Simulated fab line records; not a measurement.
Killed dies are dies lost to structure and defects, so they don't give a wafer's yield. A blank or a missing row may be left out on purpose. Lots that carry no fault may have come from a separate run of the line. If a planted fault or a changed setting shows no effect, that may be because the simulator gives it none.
8D (eight disciplines) problem report, filled in by code / flow n5_finfet / the parts of the form that need people (team, actions taken, sign-off) are left out

1. PROBLEM STATEMENT
Wafers without a fault read 1499.9 rpm, standard deviation 0.99; spin_speed_rpm at N5_BEOL_M9_COAT_22 reads a mean of 1568.9 rpm on 6 wafers belonging to 2 lots. That is +70 standard deviations from the usual mean.
The step: resist thk 30 nm.
Earliest sighting: wafer L847.3 on litho_track-02 at day 14 10:23. The record has a number at this step for 33 wafers belonging to 11 lots. Rule for "out" (also "out of limits"): further than 4 standard deviations from the usual mean. Any other wafer with a number is counted as sound.

2. WHAT IT IS; WHAT IT IS NOT
question=which readings at this step | is=spin_speed_rpm | is not=-
question=which lots | is=L847, L851 | is not=L839, L842, L844, L856, L858, L859, L860, L861, L862
question=which wafers of those lots | is=all that have a number | is not=-
question=read on which tools | is=litho_track-02 | is not=litho_track-03, litho_track-05
question=when | is=from day 14 10:23 | is not=up to then (6 sound wafers); but 21 sound wafers of L844, L856, L858, L859, L860, L861, L862 came after

3. SUSPECTS, AND WHAT RULES EACH OUT
Counting: a tool at any process step up to the reading remains a suspect when it ran all the lots that are out and ran no sound lot after the first of those.
- litho_track-02 at N5_BEOL_M9_COAT_22 (resist thk 30 nm): ruled out as a lasting fault. The sound lots L861, L860 went through it after L847, its earliest lot that is out (day 14 10:23).
Left after counting: nothing in the record.

4. THE CAUSE (what the simulator had put in)
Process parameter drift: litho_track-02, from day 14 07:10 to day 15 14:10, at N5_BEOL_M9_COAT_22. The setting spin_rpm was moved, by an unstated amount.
Counting ruled it out, wrongly.

5. SEQUENCE OF EFFECTS, ordered by route
One row per reading whose mean, taken over the struck wafers that have a number, lies over 3 standard deviations from the usual. Scope: only readings with a usual standard deviation given in the record; hours: median across lots of the time from each lot's start at the first step in this table that gives one to its start at this step; sigmas: change in usual standard deviations.
hours=0; step=N5_BEOL_M9_COAT_22; reading=spin_speed_rpm; usual=1499.9 rpm; on struck wafers=1568.9; change=+69.0; sigmas=+70
Here are the process steps it includes:
- N5_BEOL_M9_COAT_22: resist thk 30 nm.

6. WHAT WOULD HAVE CAUGHT IT SOONER
3 hours passed between the start of the fault at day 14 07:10 and the first reading out of limits in this record, taken at day 14 10:23.
